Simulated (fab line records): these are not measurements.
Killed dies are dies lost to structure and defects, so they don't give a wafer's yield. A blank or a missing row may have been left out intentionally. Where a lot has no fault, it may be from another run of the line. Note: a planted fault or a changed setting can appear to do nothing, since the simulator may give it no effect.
2 desks looking at one fault || flow n5_finfet || what lay behind the numbers comes last; until then each desk has only its own

== THE METROLOGY DESK ==
What the gauges read for every lot (on any tool): the sampled wafers with a number, averaged. If a lot's mean is further than 4 standard deviations from the usual mean, the lot is out of limits and carries the mark OUT (the distance appears in the brackets).
Columns: A = cd_nm at N5_BEOL_M5_CD_MEAS_18, usual 27.9 nm; B = trench_depth_nm at N5_BEOL_M5_OCD_MEAS_38, usual 71.2 nm; C = M5_THK at N5_BEOL_M5_THK_MEAS_53, usual 61.5 nm; D = M5_RS at N5_BEOL_M5_RS_MEAS_57, usual 0.391 ohm/sq
{"lot": "L991", "first seen here": "day 7 21:50", "A": 27.8, "B": 70.7, "C": 59.8, "D": 0.408}
{"lot": "L994", "first seen here": "day 8 15:46", "A": 28.2, "B": 71.4, "C": 61.9, "D": 0.385}
{"lot": "L999", "first seen here": "day 10 21:06", "A": 28.0, "B": 72.2, "C": 62.2, "D": 0.385}
{"lot": "L102", "first seen here": "day 11 19:55", "A": 28.3, "B": "63.4 (-4.3) OUT", "C": 53.3, "D": "0.468 (+4.5) OUT"}
{"lot": "L105", "first seen here": "day 12 08:45", "A": 28.4, "B": 70.1, "C": 61.5, "D": 0.395}
{"lot": "L104", "first seen here": "day 12 15:28", "A": 28.0, "B": "63.9 (-4.1) OUT", "C": 55.2, "D": 0.449}
{"lot": "L107", "first seen here": "day 12 23:14", "A": 27.7, "B": 71.1, "C": 61.1, "D": 0.395}
{"lot": "L106", "first seen here": "day 13 00:07", "A": 27.5, "B": 70.0, "C": 60.6, "D": 0.404}
{"lot": "L110", "first seen here": "day 13 23:38", "A": 28.1, "B": 73.4, "C": 64.2, "D": 0.370}
{"lot": "L114", "first seen here": "day 14 05:02", "A": 27.8, "B": 70.4, "C": 61.2, "D": 0.393}
This desk finds L102, L104 out of limits, L102 being first, at day 11 22:47 (trench_depth_nm at N5_BEOL_M5_OCD_MEAS_38). L991, L994, L999, L105, L107, L106, L110, L114: within limits.

== TOOL OWNER'S DESK, rie_diel-03 ==
The tool's own readings at N5_BEOL_M5_TRENCH_ETCH_37 (etches SiCOH lowk in C4F6/O2, target depth 71.652 nm, time 24.7 s): means of the sampled wafers that have a number, for each lot that ran on this tool. If a lot's mean is further than 4 standard deviations from the usual mean, the lot is out of limits and carries the mark OUT (the distance appears in the brackets). It has 9 readings, of which 7 appear: the earliest out of limits, and the ones furthest out on some lot.
Columns: A = O2_flow_sccm at N5_BEOL_M5_TRENCH_ETCH_37, usual 10.00 sccm; B = drypump_motor_current_A at N5_BEOL_M5_TRENCH_ETCH_37, usual 6.0 A; C = oes_f_703_au at N5_BEOL_M5_TRENCH_ETCH_37, usual 0.78 a.u.; D = oes_o_777_au at N5_BEOL_M5_TRENCH_ETCH_37, usual 0.78 a.u.; E = oes_product_au at N5_BEOL_M5_TRENCH_ETCH_37, usual 0.78 a.u.; F = rf_fwd_power_W at N5_BEOL_M5_TRENCH_ETCH_37, usual 339.7 W; G = rf_vpp_V at N5_BEOL_M5_TRENCH_ETCH_37, usual 668 V
{"lot": "L991", "first seen here": "day 7 23:47", "A": 10.03, "B": 5.9, "C": 0.77, "D": 0.78, "E": 0.76, "F": 337.5, "G": 680}
{"lot": "L999", "first seen here": "day 10 21:52", "A": 9.98, "B": 6.3, "C": 0.76, "D": 0.77, "E": 0.78, "F": 339.4, "G": 663}
{"lot": "L102", "first seen here": "day 11 22:38", "A": 10.00, "B": 6.1, "C": 0.53, "D": 0.56, "E": 0.67, "F": "257.1 (-38) OUT", "G": "757 (+4.1) OUT"}
{"lot": "L104", "first seen here": "day 12 16:26", "A": 10.00, "B": 5.6, "C": 0.57, "D": 0.60, "E": 0.79, "F": "259.1 (-37) OUT", "G": "788 (+5.4) OUT"}
This desk finds L102, L104 out of limits, L102 being first, at day 11 22:38 (rf_fwd_power_W at N5_BEOL_M5_TRENCH_ETCH_37). L991, L999: within limits.

== BROUGHT TOGETHER ==
On L102, L104, at day 11 22:38, an alarm was possible from the tool owner's desk.
The metrology desk could have raised an alarm at day 11 22:47, on L102, L104.
Of the lots named, all ran N5_BEOL_M5_TRENCH_ETCH_37 on rie_diel-03.

== WHAT HAD BEEN PUT IN BY THE SIMULATOR ==
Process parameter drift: rie_diel-03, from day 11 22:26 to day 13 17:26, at N5_BEOL_M5_TRENCH_ETCH_37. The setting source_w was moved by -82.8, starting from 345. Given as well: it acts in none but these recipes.
Lots struck among those shown: L102, L104.
Time in hours from fault onset to the first out-of-limits reading at each desk: tool owner's desk 0, metrology desk 0.
